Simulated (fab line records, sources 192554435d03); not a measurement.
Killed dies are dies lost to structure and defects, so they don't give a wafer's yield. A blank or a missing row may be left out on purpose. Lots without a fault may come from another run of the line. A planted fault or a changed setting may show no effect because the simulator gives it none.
fab line records | flow n5_finfet
record lots=23 wafers=69 last_day=18
route steps=1938 shown FIN_SAQP@139 FIN_CUT@163 STI_FIN_REVEAL@183
lots that met no fault: from a run of the same line without faults
start_h: hours from the record's first day to the start of the lot's first wafer shown | wait_h: hours since the lot's step before | " the same as in the row above | L1.1+2: a row that stands for several wafers | - no value, or no start given | * or withheld: withheld | < > ~ a bound
route shown NAME@n: a module of which the file shows steps, and the number in the route of the first | usual: mean/standard deviation of fault-free wafers | same: alike in all rows | chamber/n: place in a boat | sites: the reading at each site | _std_site: their standard deviation | _edge_site: outer sites' mean less inner sites' | radius_mm: how far each site lies from the wafer's centre | mask NAME#n: copy n | behind: the tool/chamber that last shaped the wafer | hold: why the lot was held/for how many hours/how that ended | device: the transistor (n, p or np) that didn't switch | end of line: the same wafers' tests at the end of the route | a step without rows: its recipe alone | killed: dies lost to structure and defects at the first sort, not the wafer's yield | map: a wafer's dies, x killed, . not, _ none there
set.NAME: the setting as run; set.NAME@STEP: as run at that earlier step | model.NAME: the simulator's own value behind a step, which no gauge read
steps of the route over a sample of lots; a table a step, a row a wafer
services: from which hour (start_h, from the record's first day; less than 0 if before it) a tool's chamber was out of use, for how many hours, and why
## steps
# step N5_FIN_SAQP_SPACER2_ETCHBACK_29
# recipe chemistry=CHF3/O2 mode=anisotropic_etchback target=SiO2 target_depth_a=122 time_s=6.1 pressure_mtorr=30 source_w=650 bias_w=170 Ar_flow_sccm=200 CHF3_flow_sccm=50 O2_flow_sccm=5 ion_energy_ev=200
# usual chamber_pressure_mTorr=30.002/0.025 drypump_motor_current_A=5.5/0.57 oes_product_au=0.78/0.077 rf_vpp_V=527/6.5 showerhead_plenum_p_Torr=2.39/0.06 throttle_valve_pct=18.89/0.22
# columns lot.wafer tool chamber start_h wait_h chamber_pressure_mTorr drypump_motor_current_A oes_product_au rf_hours_counter_h rf_vpp_V showerhead_plenum_p_Torr throttle_valve_pct
L074.2 rie_diel-06 0 27.26 0.2 30.000 5.6 0.82 114 524 2.45 18.95
L074.4 " 1 " " 30.019 4.9 0.81 98 517 2.36 19.21
L074.6 " 0 " " 29.997 5.6 0.81 - 524 2.45 18.95
L075.1 rie_diel-01 0 38.89 0.3 29.991 4.9 0.87 58 531 2.34 18.86
L075.4 " 2 " " 30.012 6.5 0.92 16 518 2.48 18.47
L075.6 " 2 " " 30.022 6.5 0.92 - 518 2.48 18.46
L076.3 rie_diel-01 3 39.41 0.2 29.963 5.3 0.71 197 537 2.39 18.93
L076.5 " 0 " " 30.002 4.9 0.87 - 532 2.34 18.85
L076.6 " 1 " " 30.031 5.0 0.79 - 527 2.41 18.72
L077.2 rie_diel-01 0 46.60 0.2 29.999 4.9 0.86 60 532 2.34 18.86
L077.4 " 1 " " 30.023 5.1 0.78 114 526 2.41 18.73
L077.5 " 3 " " 30.002 5.2 0.71 - 537 2.38 18.94
L078.1 rie_diel-01 0 50.39 0.2 30.024 4.9 0.86 61 532 2.34 18.87
L078.3 " 2 " " 29.998 6.4 0.91 20 519 2.48 18.46
L078.4 " 3 " " 29.954 5.2 0.71 201 537 2.38 18.94
L079.1 rie_diel-01 3 56.02 0.2 29.968 5.3 0.71 203 537 2.38 18.93
L079.3 " 0 " " 29.996 4.9 0.86 63 531 2.34 18.86
L079.4 " 2 " " 29.978 6.4 0.92 22 518 2.48 18.47
L080.2 rie_diel-06 1 61.63 0.2 29.986 4.8 0.80 109 516 2.35 19.23
L080.3 " 3 " " 29.979 5.5 0.72 174 532 2.32 19.08
L080.6 " 0 " " 29.976 5.6 0.81 - 524 2.45 18.97
L081.3 rie_diel-06 2 68.58 0.2 30.002 6.6 0.70 205 521 2.30 18.87
L081.5 " 0 " " 29.955 5.6 0.81 - 525 2.45 18.96
L081.6 " 3 " " 29.988 5.5 0.72 - 531 2.32 19.10
L082.4 rie_diel-01 2 73.63 0.2 30.012 6.5 0.91 27 519 2.48 18.46
L082.5 " 0 " " 29.953 4.9 0.85 - 530 2.34 18.88
L082.6 " 3 " " 30.030 5.2 0.71 - 535 2.38 18.94
L083.4 rie_diel-01 3 80.87 0.2 30.032 5.2 0.70 211 537 2.38 18.93
L083.5 " 0 " " 30.011 4.9 0.84 - 531 2.34 18.88
L083.6 " 3 " " 29.989 5.2 0.70 - 536 2.38 18.94
L084.3 rie_diel-01 3 88.77 0.2 29.968 5.2 0.70 213 536 2.38 18.95
L084.4 " 1 " " 29.986 5.1 0.77 128 527 2.41 18.75
L084.5 " 0 " " 30.013 4.9 0.85 - 533 2.34 18.88
L085.2 rie_diel-01 2 92.13 0.2 29.971 6.5 0.89 34 520 2.47 18.49
L085.3 " 0 " " 30.011 4.9 0.84 74 531 2.34 18.89
L085.5 " 1 " " 30.011 5.1 0.77 - 526 2.41 18.77
L086.1 rie_diel-05 3 97.54 0.2 30.039 6.1 0.73 177 529 2.50 19.27
L086.3 " 0 " " 29.996 6.1 0.93 18 519 2.37 18.54
L086.5 " 0 " " 30.048 6.1 0.93 - 520 2.37 18.53
L087.1 rie_diel-01 3 105.91 0.2 29.992 5.2 0.69 220 536 2.38 18.99
L087.3 " 2 " " 29.999 6.5 0.89 39 518 2.47 18.49
L087.6 " 2 " " 29.978 6.5 0.89 - 518 2.47 18.49
L088.2 rie_diel-01 2 111.16 0.2 30.052 6.4 0.88 41 519 2.47 18.51
L088.4 " 3 " " 30.059 5.2 0.69 222 536 2.38 18.96
L088.5 " 2 " " 29.975 6.4 0.89 - 519 2.47 18.51
L089.4 rie_diel-05 1 115.89 0.3 29.978 5.8 0.71 224 526 2.39 19.06
L089.5 " 3 " " 29.993 6.0 0.72 - 529 2.50 19.27
L089.6 " 0 " " 30.003 6.1 0.91 - 519 2.37 18.55
L090.1 rie_diel-01 2 121.95 0.2 30.034 6.4 0.88 44 518 2.47 18.51
L090.3 " 0 " " 30.017 4.9 0.83 85 532 2.33 18.91
L090.5 " 0 " " 29.997 4.9 0.83 - 533 2.33 18.91
L091.3 rie_diel-05 0 127.21 0.3 30.015 6.1 0.91 29 519 2.37 18.54
L091.5 " 2 " " 29.998 5.5 0.68 - 537 2.48 18.73
L091.6 " 3 " " 30.033 6.1 0.72 - 530 2.50 19.28
L092.2 rie_diel-06 0 134.07 0.2 30.036 5.6 0.79 148 524 2.44 19.01
L092.3 " 3 " " 30.027 5.5 0.69 201 531 2.31 19.12
L092.6 " 0 " " 30.020 5.6 0.78 - 525 2.44 18.99
L094.1 rie_diel-01 3 144.97 0.2 30.006 5.2 0.67 235 538 2.37 18.98
L094.5 " 2 " " 29.997 6.4 0.86 - 519 2.46 18.53
L094.6 " 3 " " 30.013 5.2 0.68 - 535 2.37 18.98
L095.1 rie_diel-06 1 152.79 0.2 30.016 4.9 0.77 142 516 2.34 19.30
L095.4 " 3 " " 30.005 5.4 0.69 209 531 2.30 19.14
L095.5 " 2 " " 30.037 6.6 0.68 - 520 2.29 18.91
L096.1 rie_diel-06 0 158.64 0.2 30.010 5.6 0.78 158 523 2.43 19.02
L096.2 " 3 " " 29.999 5.4 0.70 212 533 2.30 19.16
L096.5 " 1 " " 30.028 4.9 0.76 - 516 2.34 19.30
L097.2 rie_diel-05 1 164.46 0.2 29.998 5.8 0.70 236 526 2.39 19.11
L097.3 " 2 " " 30.037 5.6 0.67 240 537 2.47 18.76
L097.5 " 3 " " 30.016 6.1 0.72 - 530 2.49 19.28
# step N5_FIN_SAQP_ETCH_34
# recipe chemistry=C4F6/O2 target=SiO2 target_depth_a=450 time_s=15 ion_energy_ev=250 pressure_mtorr=30 source_w=345 bias_w=185 Ar_flow_sccm=300 C4F6_flow_sccm=10 O2_flow_sccm=10 ends=cleared
# usual chamber_pressure_mTorr=30.001/0.029 drypump_motor_current_A=5.6/0.6 etch_rf_on_time_s=14.94/0.23 oes_product_au=0.66/0.063 rf_vpp_V=668/8.7 showerhead_plenum_p_Torr=2.82/0.072 throttle_valve_pct=21.06/0.24
# columns lot.wafer tool chamber start_h wait_h chamber_pressure_mTorr drypump_motor_current_A etch_rf_on_time_s oes_product_au rf_hours_counter_h rf_vpp_V showerhead_plenum_p_Torr throttle_valve_pct
L074.2 rie_diel-06 0 27.58 0.0 30.023 5.6 14.68 0.70 114 667 2.90 21.18
L074.4 " 2 " " 30.043 6.6 15.01 0.61 191 660 2.72 20.95
L074.6 " 0 " " 29.998 5.6 14.71 0.70 - 666 2.90 21.17
L075.1 rie_diel-01 2 39.20 0.0 29.965 6.4 14.68 0.79 16 659 2.93 20.64
L075.4 " 3 " " 29.982 5.3 15.29 0.60 197 681 2.81 21.04
L075.6 " 3 " " 29.984 5.2 15.29 0.61 - 681 2.81 21.04
L076.3 rie_diel-06 1 39.72 0.0 29.978 4.9 14.92 0.69 102 654 2.79 21.45
L076.5 " 3 " " 30.018 5.4 14.91 0.62 - 676 2.74 21.30
L076.6 " 2 " " 30.004 6.6 14.95 0.60 - 660 2.72 20.98
L077.2 rie_diel-06 0 46.92 0.0 29.967 5.6 14.92 0.69 119 665 2.90 21.16
L077.4 " 2 " " 29.999 6.6 15.30 0.60 197 660 2.72 20.97
L077.5 " 1 " " 29.956 4.9 15.16 0.68 - 657 2.78 21.46
L078.1 rie_diel-01 3 50.71 0.0 30.008 5.2 15.23 0.61 201 681 2.81 21.05
L078.3 " 1 " " 30.007 5.1 14.77 0.67 116 668 2.85 20.86
L078.4 " 0 " " 29.939 4.9 14.80 0.74 61 674 2.77 21.03
L079.1 rie_diel-06 3 56.33 0.0 30.012 5.5 15.03 0.62 173 676 2.74 21.29
L079.3 " 0 " " 29.968 5.6 14.79 0.69 122 667 2.90 21.19
L079.4 " 1 " " 29.980 4.9 14.96 0.68 107 654 2.78 21.46
L080.2 rie_diel-06 1 61.95 0.0 29.972 4.9 14.84 0.69 109 656 2.78 21.47
L080.3 " 2 " " 29.978 6.6 14.82 0.60 203 659 2.71 20.99
L080.6 " 1 " " 30.032 4.9 14.76 0.69 - 655 2.78 21.47
L081.3 rie_diel-01 1 68.89 0.0 29.997 5.1 14.80 0.67 122 669 2.84 20.87
L081.5 " 1 " " 29.991 5.1 14.89 0.67 - 670 2.84 20.87
L081.6 " 2 " " 29.954 6.4 14.59 0.77 - 658 2.92 20.66
L082.4 rie_diel-01 3 73.95 0.0 30.004 5.2 15.32 0.60 208 683 2.81 21.05
L082.5 " 0 " " 29.961 4.9 14.87 0.73 - 676 2.76 21.04
L082.6 " 3 " " 30.008 5.3 15.31 0.60 - 683 2.81 21.05
L083.4 rie_diel-06 1 81.18 0.0 30.083 4.8 14.86 0.68 117 655 2.78 21.48
L083.5 " 2 " " 29.989 6.6 14.95 0.59 - 661 2.71 21.01
L083.6 " 1 " " 29.961 4.8 14.91 0.67 - 656 2.78 21.47
L084.3 rie_diel-01 1 89.15 0.0 30.011 5.1 14.99 0.66 128 667 2.84 20.88
L084.4 " 0 " " 30.039 4.9 14.85 0.73 73 674 2.76 21.03
L084.5 " 1 " " 29.994 5.1 14.79 0.66 - 668 2.84 20.89
L085.2 rie_diel-05 3 92.54 0.0 30.019 6.0 15.07 0.63 176 673 2.95 21.41
L085.3 " 0 " " 30.065 6.1 14.88 0.79 16 659 2.80 20.74
L085.5 " 0 " " 29.965 6.1 14.91 0.79 - 660 2.80 20.72
L086.1 rie_diel-01 2 97.89 0.0 29.961 6.5 14.50 0.76 36 659 2.92 20.70
L086.3 " 3 " " 29.959 5.2 15.25 0.60 217 681 2.80 21.06
L086.5 " 2 " " 29.998 6.4 14.64 0.76 - 661 2.92 20.68
L087.1 rie_diel-05 1 106.22 0.0 29.953 5.8 15.25 0.61 220 668 2.83 21.25
L087.3 " 0 " " 29.974 6.1 14.87 0.79 21 660 2.80 20.72
L087.6 " 1 " " 30.004 5.8 15.31 0.61 - 668 2.83 21.24
L088.2 rie_diel-01 1 111.47 0.0 29.986 5.1 14.91 0.65 136 667 2.84 20.90
L088.4 " 3 " " 29.953 5.2 15.42 0.59 222 681 2.80 21.06
L088.5 " 3 " " 29.993 5.2 15.47 0.59 - 680 2.80 21.07
L089.4 rie_diel-06 2 116.22 0.0 29.987 6.6 15.00 0.59 222 660 2.71 21.01
L089.5 " 2 " " 30.039 6.6 14.87 0.59 - 659 2.71 21.03
L089.6 " 1 " " 30.062 4.9 14.90 0.67 - 655 2.77 21.48
L090.1 rie_diel-06 3 122.27 0.0 30.003 5.5 15.12 0.60 196 676 2.73 21.33
L090.3 " 1 " " 29.946 4.8 14.90 0.67 131 655 2.77 21.51
L090.5 " 2 " " 30.007 6.6 15.02 0.58 - 658 2.71 21.01
L091.3 rie_diel-01 3 127.69 0.0 29.994 5.3 15.53 0.58 228 682 2.80 21.09
L091.5 " 0 " " 30.027 4.9 14.81 0.71 - 674 2.75 21.08
L091.6 " 3 " " 30.063 5.3 15.30 0.59 - 680 2.80 21.08
L092.2 rie_diel-05 0 134.48 0.0 30.013 6.1 14.72 0.77 32 659 2.80 20.75
L092.3 " 2 " " 29.978 5.5 15.11 0.58 235 683 2.93 20.91
L092.6 " 2 " " 30.025 5.5 15.11 0.58 - 684 2.93 20.93
L094.1 rie_diel-06 0 145.35 0.0 29.996 5.6 14.58 0.66 152 667 2.88 21.22
L094.5 " 3 " " 30.049 5.4 15.24 0.60 - 676 2.73 21.34
L094.6 " 0 " " 30.031 5.6 14.63 0.67 - 666 2.88 21.25
L095.1 rie_diel-01 1 153.14 0.0 29.985 5.0 14.74 0.65 152 667 2.83 20.94
L095.4 " 3 " " 30.018 5.2 15.16 0.59 239 680 2.80 21.11
L095.5 " 2 " " 30.013 6.5 14.57 0.73 - 659 2.91 20.71
L096.1 rie_diel-01 1 158.99 0.0 30.035 5.1 15.07 0.63 155 668 2.83 20.93
L096.2 " 3 " " 29.996 5.2 15.39 0.57 242 681 2.79 21.10
L096.5 " 1 " " 30.047 5.1 14.99 0.63 - 668 2.83 20.91
L097.2 rie_diel-01 2 164.80 0.0 30.033 6.4 14.80 0.72 63 657 2.91 20.70
L097.3 " 0 " " 29.983 4.9 14.85 0.69 104 675 2.75 21.08
L097.5 " 3 " " 29.965 5.2 15.44 0.57 - 680 2.79 21.09
# step N5_FIN_CUT_CD_MEAS_08
# recipe target_cd_nm=29.1 landing_energy_ev=500 detector=se_inlens polarity=opening
# usual cd_nm=29.08/0.23
# same landing_energy_ev=500
# columns lot.wafer tool chamber start_h wait_h cd_nm
L074.2 cd_sem-03 0 28.47 - 28.74
L074.4 " 0 " " 28.82
L074.6 " 0 " " 28.94
L075.1 cd_sem-01 0 40.09 - 29.33
L075.4 " 0 " " 28.98
L075.6 " 0 " " 29.03
L076.3 cd_sem-03 0 40.50 - 28.98
L076.5 " 0 " " 28.66
L076.6 " 0 " " 29.08
L077.2 cd_sem-01 0 47.70 - 29.23
L077.4 " 0 " " 29.07
L077.5 " 0 " " 29.38
L078.1 cd_sem-02 0 51.48 - 29.62
L078.3 " 0 " " 28.95
L078.4 " 0 " " 29.31
L079.1 cd_sem-01 0 57.22 - 29.28
L079.3 " 0 " " 28.94
L079.4 " 0 " " 29.19
L080.2 cd_sem-03 0 62.71 - 28.82
L080.3 " 0 " " 29.22
L080.6 " 0 " " 29.15
L081.3 cd_sem-03 0 69.66 - 29.39
L081.5 " 0 " " 28.83
L081.6 " 0 " " 29.10
L082.4 cd_sem-01 0 74.85 - 28.89
L082.5 " 0 " " 28.86
L082.6 " 0 " " 28.88
L083.4 cd_sem-01 0 82.08 - 28.99
L083.5 " 0 " " 28.88
L083.6 " 0 " " 29.02
L084.3 cd_sem-02 0 89.92 - 29.58
L084.4 " 0 " " 29.22
L084.5 " 0 " " 28.79
L085.2 cd_sem-01 0 93.31 - 29.30
L085.3 " 0 " " 29.10
L085.5 " 0 " " 29.25
L086.1 cd_sem-01 0 98.79 - 28.82
L086.3 " 0 " " 29.53
L086.5 " 0 " " 29.07
L087.1 cd_sem-03 0 107.11 - 29.56
L087.3 " 0 " " 28.86
L087.6 " 0 " " 28.94
L088.2 cd_sem-02 0 112.36 - 28.75
L088.4 " 0 " " 29.26
L088.5 " 0 " " 28.93
L089.4 cd_sem-02 0 117.12 - 29.31
L089.5 " 0 " " 29.00
L089.6 " 0 " " 28.56
L090.1 cd_sem-01 0 123.06 - 28.91
L090.3 " 0 " " 29.20
L090.5 " 0 " " 29.11
L091.3 cd_sem-01 0 128.46 - 29.40
L091.5 " 0 " " 29.12
L091.6 " 0 " " 29.17
L092.2 cd_sem-02 0 135.25 - 29.10
L092.3 " 0 " " 29.18
L092.6 " 0 " " 28.74
L094.1 cd_sem-03 0 146.12 - 29.35
L094.5 " 0 " " 28.97
L094.6 " 0 " " 29.21
L095.1 cd_sem-03 0 153.92 - 29.17
L095.4 " 0 " " 28.51
L095.5 " 0 " " 29.18
L096.1 cd_sem-01 0 159.76 - 28.81
L096.2 " 0 " " 28.83
L096.5 " 0 " " 28.87
L097.2 cd_sem-01 0 165.57 - 28.88
L097.3 " 0 " " 29.38
L097.5 " 0 " " 29.44
# step N5_FIN_CUT_STRIP_22
# recipe chemistry=N2/H2 power_w=500 temp_c=40 pressure_mtorr=50 rf_frequency_hz=6e+07 overash_fraction=0.3 bias_power_w=8 h2_frac=0.5 n2_flow_sccm=300 h2_flow_sccm=300
# usual chamber_pressure_mTorr=50.00/0.12 drypump_motor_current_A=5.7/0.41 oes_product_au=0.76/0.073 rf_vpp_V=54.1/2.2 showerhead_plenum_p_Torr=3.36/0.11 throttle_valve_pct=19.0/0.32
# same overash_fraction=0.3
# columns lot.wafer tool chamber start_h wait_h chamber_pressure_mTorr drypump_motor_current_A oes_product_au rf_hours_counter_h rf_vpp_V showerhead_plenum_p_Torr throttle_valve_pct
L074.2 rie_diel-04 2 29.36 0.1 49.92 5.8 0.81 118 50.6 3.37 18.5
L074.4 " 1 " " 49.66 5.2 0.71 - 53.3 3.48 19.3
L074.6 " 0 " " 50.03 5.5 0.73 - 49.4 3.22 19.4
L075.1 rie_diel-04 2 41.27 0.1 49.81 5.8 0.76 122 53.6 3.36 18.5
L075.4 " 0 " " 50.06 5.5 0.73 176 52.9 3.21 19.4
L075.6 " 3 " " 50.07 6.3 0.93 - 52.1 3.57 19.1
L076.3 rie_diel-03 3 41.79 0.0 49.98 5.6 0.73 141 53.9 3.51 18.7
L076.5 " 1 " " 50.11 5.7 0.83 - 53.1 3.38 18.6
L076.6 " 2 " " 50.00 6.0 0.78 - 59.0 3.26 19.0
L077.2 rie_diel-02 3 48.61 0.1 50.09 4.9 0.76 167 51.0 3.21 19.0
L077.4 " 2 " " 49.93 5.9 0.81 99 53.3 3.39 19.4
L077.5 " 3 " " 49.93 4.9 0.75 - 50.7 3.21 19.1
L078.1 rie_diel-03 2 52.37 0.1 50.05 6.0 0.78 130 53.1 3.25 19.0
L078.3 " 1 " " 50.01 5.7 0.80 104 51.2 3.38 18.6
L078.4 " 0 " " 49.95 6.0 0.91 14 57.9 3.29 18.8
L079.1 rie_diel-02 0 58.30 0.1 49.91 5.7 0.69 215 53.4 3.48 19.3
L079.3 " 1 " " 50.09 6.4 0.70 209 55.0 3.32 18.7
L079.4 " 3 " " 50.00 4.9 0.75 169 56.2 3.21 19.0
L080.2 rie_diel-04 0 63.60 0.0 49.91 5.5 0.71 182 50.6 3.21 19.4
L080.3 " 2 " " 50.05 5.8 0.76 126 54.7 3.36 18.5
L080.6 " 0 " " 49.97 5.5 0.72 - 55.2 3.21 19.4
L081.3 rie_diel-03 1 70.83 0.3 50.08 5.7 0.80 110 53.1 3.38 18.6
L081.5 " 2 " " 49.94 6.0 0.78 - 55.4 3.25 19.0
L081.6 " 3 " " 50.10 5.5 0.72 - 54.4 3.51 18.7
L082.4 rie_diel-02 0 75.74 0.1 50.08 5.7 0.68 - 56.6 3.48 19.3
L082.5 " 1 " " 50.06 6.4 0.68 - 56.2 3.31 18.6
L082.6 " 2 " " 50.07 5.9 0.78 - 54.8 3.39 19.4
L083.4 rie_diel-03 3 83.12 0.2 50.02 5.5 0.73 155 55.0 3.50 18.7
L083.5 " 3 " " 49.89 5.5 0.74 - 52.2 3.50 18.7
L083.6 " 2 " " 49.99 6.1 0.78 - 52.7 3.25 19.0
L084.3 rie_diel-02 2 91.00 0.0 49.94 5.9 0.81 112 51.3 3.38 19.3
L084.4 " 3 " " 50.23 4.9 0.75 175 55.4 3.21 19.1
L084.5 " 0 " " 50.26 5.7 0.66 - 56.6 3.48 19.3
L085.2 rie_diel-02 0 94.20 0.0 50.19 5.8 0.67 227 54.5 3.47 19.4
L085.3 " 2 " " 49.98 5.9 0.78 113 52.2 3.38 19.3
L085.5 " 0 " " 50.10 5.7 0.66 - 58.3 3.47 19.3
L086.1 rie_diel-02 2 99.84 0.0 50.26 5.9 0.78 115 55.2 3.38 19.4
L086.3 " 1 " " 49.91 6.3 0.69 222 55.3 3.31 18.6
L086.5 " 1 " " 49.99 6.4 0.69 - 50.5 3.31 18.7
L087.1 rie_diel-02 2 108.11 0.2 49.86 5.9 0.78 117 55.7 3.38 19.4
L087.3 " 3 " " 50.06 4.9 0.74 180 53.1 3.20 19.0
L087.6 " 0 " " 50.04 5.7 0.67 - 53.9 3.47 19.3
L088.2 rie_diel-04 2 113.24 0.0 50.13 5.8 0.76 140 53.2 3.35 18.5
L088.4 " 3 " " 50.01 6.3 0.91 32 56.8 3.56 19.1
L088.5 " 0 " " 49.96 5.6 0.73 - 52.1 3.20 19.4
L089.4 rie_diel-04 2 118.01 0.1 49.90 5.8 0.76 - 52.4 3.35 18.5
L089.5 " 1 " " 50.11 5.2 0.71 - 59.5 3.47 19.3
L089.6 " 0 " " 50.12 5.5 0.72 - 55.7 3.20 19.4
L090.1 rie_diel-03 0 123.94 0.0 50.04 5.9 0.90 36 56.4 3.27 18.9
L090.3 " 2 " " 50.10 6.1 0.78 151 53.3 3.24 19.0
L090.5 " 3 " " 49.94 5.5 0.73 - 57.4 3.50 18.6
L091.3 rie_diel-03 2 129.34 0.0 50.00 6.1 0.78 152 55.7 3.24 19.0
L091.5 " 3 " " 50.11 5.5 0.72 - 56.8 3.50 18.7
L091.6 " 0 " " 50.13 5.9 0.90 - 52.6 3.27 18.8
L092.2 rie_diel-04 2 136.12 0.0 50.01 5.8 0.74 150 55.5 3.35 18.5
L092.3 " 3 " " 50.17 6.3 0.89 35 51.5 3.56 19.1
L092.6 " 3 " " 49.86 6.3 0.91 - 53.4 3.56 19.2
L094.1 rie_diel-02 3 147.06 0.1 49.99 4.9 0.72 192 49.4 3.20 19.1
L094.5 " 1 " " 49.84 6.4 0.68 - 56.5 3.30 18.7
L094.6 " 0 " " 49.87 5.7 0.66 - 54.7 3.47 19.3
L095.1 rie_diel-04 2 155.24 0.2 49.90 5.8 0.74 157 54.0 3.34 18.5
L095.4 " 0 " " 49.97 5.5 0.70 214 55.3 3.20 19.4
L095.5 " 2 " " 50.28 5.8 0.74 - 56.0 3.34 18.5
L096.1 rie_diel-02 2 160.64 0.0 49.91 5.9 0.77 133 56.4 3.37 19.4
L096.2 " 1 " " 49.66 6.4 0.68 241 51.8 3.30 18.7
L096.5 " 3 " " 50.17 4.9 0.74 - 55.7 3.19 19.1
L097.2 rie_diel-02 3 166.63 0.2 49.98 4.9 0.73 197 52.3 3.19 19.1
L097.3 " 0 " " 50.10 5.7 0.67 248 56.0 3.46 19.4
L097.5 " 3 " " 50.08 4.9 0.74 - 55.0 3.19 19.1
# step N5_FIN_CUT_INSPECT_17
# recipe inspect_instrument=brightfield mode=aei
# usual raw_defect_count=232/65
# columns lot.wafer tool chamber start_h wait_h raw_defect_count
L074.2 defect_inspect-02 - 29.53 0.0 201
L074.4 " - " " 136
L074.6 " - " " 217
L075.1 defect_inspect-02 - 41.43 0.0 271
L075.4 " - " " 308
L075.6 " - " " 341
L076.3 defect_inspect-01 - 41.95 0.0 131
L076.5 " - " " 171
L076.6 " - " " 162
L077.2 defect_inspect-01 - 48.77 0.0 194
L077.4 " - " " 207
L077.5 " - " " 313
L078.1 defect_inspect-01 - 52.53 0.0 210
L078.3 " - " " 263
L078.4 " - " " 192
L079.1 defect_inspect-01 - 58.46 0.0 204
L079.3 " - " " 183
L079.4 " - " " 235
L080.2 defect_inspect-02 - 63.76 0.0 242
L080.3 " - " " 141
L080.6 " - " " 192
L081.3 defect_inspect-02 - 70.99 0.0 338
L081.5 " - " " 335
L081.6 " - " " 433
L082.4 defect_inspect-02 - 75.88 0.0 149
L082.5 " - " " 196
L082.6 " - " " 238
L083.4 defect_inspect-01 - 83.28 0.0 137
L083.5 " - " " 200
L083.6 " - " " 203
L084.3 defect_inspect-02 - 91.16 0.0 287
L084.4 " - " " 281
L084.5 " - " " 278
L085.2 defect_inspect-02 - 94.36 0.0 373
L085.3 " - " " 141
L085.5 " - " " 190
L086.1 defect_inspect-01 - 100.00 0.0 176
L086.3 " - " " 174
L086.5 " - " " 163
L087.1 defect_inspect-02 - 108.27 0.0 245
L087.3 " - " " 236
L087.6 " - " " 225
L088.2 defect_inspect-02 - 113.40 0.0 226
L088.4 " - " " 155
L088.5 " - " " 282
L089.4 defect_inspect-01 - 118.22 0.0 235
L089.5 " - " " 168
L089.6 " - " " 167
L090.1 defect_inspect-02 - 124.10 0.0 304
L090.3 " - " " 338
L090.5 " - " " 328
L091.3 defect_inspect-02 - 129.51 0.0 316
L091.5 " - " " 165
L091.6 " - " " 272
L092.2 defect_inspect-02 - 136.28 0.0 227
L092.3 " - " " 336
L092.6 " - " " 353
L094.1 defect_inspect-01 - 147.24 0.0 231
L094.5 " - " " 399
L094.6 " - " " 315
L095.1 defect_inspect-01 - 155.40 0.0 217
L095.4 " - " " 249
L095.5 " - " " 245
L096.1 defect_inspect-01 - 160.80 0.0 153
L096.2 " - " " 182
L096.5 " - " " 156
L097.2 defect_inspect-02 - 166.79 0.0 163
L097.3 " - " " 188
L097.5 " - " " 247
# step N5_STI_FIN_REVEAL_ALD_00
# recipe material=SiO2 target_thk_a=10 temp_c=300 ald_precursor_family=BDEAS ald_co_reactant=O2-plasma pulse_time_s=1 pressure_torr=2
# usual heater_power_w=493/38 precursor_pulse_height_rel=1.000/0.021
# columns lot.wafer tool chamber start_h wait_h heater_power_w precursor_pulse_height_rel
L074.2 ald_sin-01 2 29.56 0.0 512 0.955
L074.4 " 1 " " 446 0.997
L074.6 " 0 " " 503 1.012
L075.1 ald_sin-03 3 41.46 0.0 511 0.957
L075.4 " 2 " " 479 1.007
L075.6 " 3 " " 518 1.039
L076.3 ald_sin-04 0 41.98 0.0 518 0.992
L076.5 " 0 " " 529 1.014
L076.6 " 1 " " 433 0.975
L077.2 ald_sin-03 3 48.81 0.0 507 0.980
L077.4 " 3 " " 527 0.995
L077.5 " 1 " " 446 0.994
L078.1 ald_sin-03 2 52.57 0.0 506 1.016
L078.3 " 1 " " 446 1.002
L078.4 " 3 " " 529 1.022
L079.1 ald_sin-01 1 58.50 0.0 457 1.010
L079.3 " 3 " " 556 0.991
L079.4 " 2 " " 505 0.999
L080.2 ald_sin-01 0 63.79 0.0 511 1.032
L080.3 " 1 " " 468 1.012
L080.6 " 0 " " 490 1.018
L081.3 ald_sin-04 3 71.02 0.0 476 1.005
L081.5 " 3 " " 476 0.992
L081.6 " 0 " " 532 0.994
L082.4 ald_sin-03 0 76.16 0.3 534 0.957
L082.5 " 1 " " 432 0.992
L082.6 " 0 " " 542 0.986
L083.4 ald_sin-03 1 83.31 0.0 455 1.013
L083.5 " 1 " " 439 0.991
L083.6 " 2 " " 492 0.989
L084.3 ald_sin-04 3 92.25 1.1 480 0.976
L084.4 " 0 " " 529 1.009
L084.5 " 2 " " 489 1.006
L085.2 ald_sin-04 2 94.40 0.0 488 1.001
L085.3 " 0 " " 528 0.982
L085.5 " 1 " " 432 1.002
L086.1 ald_sin-03 0 100.69 0.7 545 1.004
L086.3 " 2 " " 483 1.002
L086.5 " 0 " " 535 0.990
L087.1 ald_sin-04 1 108.31 0.0 435 0.972
L087.3 " 2 " " 505 0.993
L087.6 " 2 " " 489 1.030
L088.2 ald_sin-01 0 113.82 0.4 499 1.014
L088.4 " 2 " " 486 0.988
L088.5 " 0 " " 501 0.984
L089.4 ald_sin-01 0 118.37 0.1 493 0.995
L089.5 " 0 " " 502 0.985
L089.6 " 1 " " 433 0.984
L090.1 ald_sin-03 1 124.13 0.0 443 0.998
L090.3 " 3 " " 516 1.024
L090.5 " 0 " " 542 0.979
L091.3 ald_sin-03 2 129.97 0.5 493 0.990
L091.5 " 1 " " 456 0.993
L091.6 " 2 " " 485 1.010
L092.2 ald_sin-01 1 136.32 0.0 438 1.006
L092.3 " 3 " " 536 0.971
L092.6 " 1 " " 434 1.010
L094.1 ald_sin-03 1 147.28 0.0 434 0.992
L094.5 " 3 " " 515 0.987
L094.6 " 2 " " 492 1.010
L095.1 ald_sin-03 3 155.44 0.0 524 1.012
L095.4 " 1 " " 439 1.004
L095.5 " 2 " " 494 1.059
L096.1 ald_sin-04 2 160.85 0.0 500 1.006
L096.2 " 0 " " 531 0.990
L096.5 " 3 " " 487 0.977
L097.2 ald_sin-01 2 166.83 0.0 487 0.991
L097.3 " 3 " " 536 0.984
L097.5 " 2 " " 493 1.015
## services
# columns tool chamber start_h hours kind
rie_diel-01 0 3.38 4.8 repair
ald_sin-03 - 4.23 6.1 pm
ald_sin-01 - 8.09 2.8 pm
rie_diel-04 3 8.39 26.6 repair
rie_diel-01 - 31.03 4.3 pm
rie_diel-05 0 35.02 - clean
rie_diel-05 0 35.02 - consumable_replace:focus_ring
rie_diel-05 0 35.02 12.9 scheduled_down
rie_diel-05 0 35.02 12.9 vent_cycle
ald_sin-03 0 37.44 13.2 repair
rie_diel-03 0 42.38 4.6 repair
rie_diel-04 2 43.58 6.8 repair
ald_sin-01 - 53.59 0.2 repair
rie_diel-05 1 57.17 13.0 repair
rie_diel-04 1 57.30 7.8 repair
rie_diel-02 3 67.77 16.2 repair
rie_diel-06 0 82.08 7.0 repair
ald_sin-01 - 86.92 14.0 pm
ald_sin-01 0 86.92 14.0 vent_cycle
ald_sin-03 3 88.61 - calibration
rie_diel-01 - 90.23 0.2 repair
rie_diel-04 3 116.29 12.9 repair
rie_diel-05 - 147.49 16.3 repair
rie_diel-01 1 164.18 2.6 repair
## key
fault none
